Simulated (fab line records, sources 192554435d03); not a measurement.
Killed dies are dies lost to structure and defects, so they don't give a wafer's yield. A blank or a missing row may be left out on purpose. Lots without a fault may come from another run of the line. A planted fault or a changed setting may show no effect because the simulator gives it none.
Chamber matching | flow n5_finfet | N5_BEOL_M14_STRIP_37 on rie_diel-01: 4 sister chambers
The step strips in O2. 4 wafers are shown with their chamber, then 10 later ones without.

WAFERS WITH THEIR CHAMBER
wafer  | chamber | drypump_motor_current_A (A)
L089.5 | 1       | 6.7
L090.4 | 3       | 6.1
L088.1 | 2       | 5.1
L088.3 | 0       | 6.0

WAFERS WITHOUT THEIR CHAMBER
wafer  | drypump_motor_current_A (A)
L088.5 | 6.7
L092.1 | 6.7
L092.2 | 6.1
L092.3 | 6.0
L093.1 | 6.0
L093.4 | 6.0
L093.5 | 5.2
L096.2 | 5.1
L096.3 | 6.7
L096.6 | 6.0

WHICH CHAMBER EACH WENT THROUGH
wafer  | from the rows above | in truth
L088.5 | 1                   | 1
L092.1 | 1                   | 1
L092.2 | 3                   | 3
L092.3 | 0                   | 0
L093.1 | 0                   | 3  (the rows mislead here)
L093.4 | 0                   | 0
L093.5 | 2                   | 2
L096.2 | 2                   | 2
L096.3 | 1                   | 1
L096.6 | 0                   | 0
Placed correctly: 9 of 10. Can't be placed from these rows: 0. Placed wrongly: 1.
How it was worked out, from the rows above alone: a wafer's distance from a chamber is the root of the sum, over the readings, of the square of ((its reading less the chamber's mean) divided by the reading's scatter). The wafer belongs to the nearest chamber; if the next one is less than 2 further off, it can't be placed. A chamber's mean is the mean of its shown wafers. The scatter: with one shown wafer a chamber, the root of the mean of the squares of how far each hidden wafer lies from its nearest shown one.
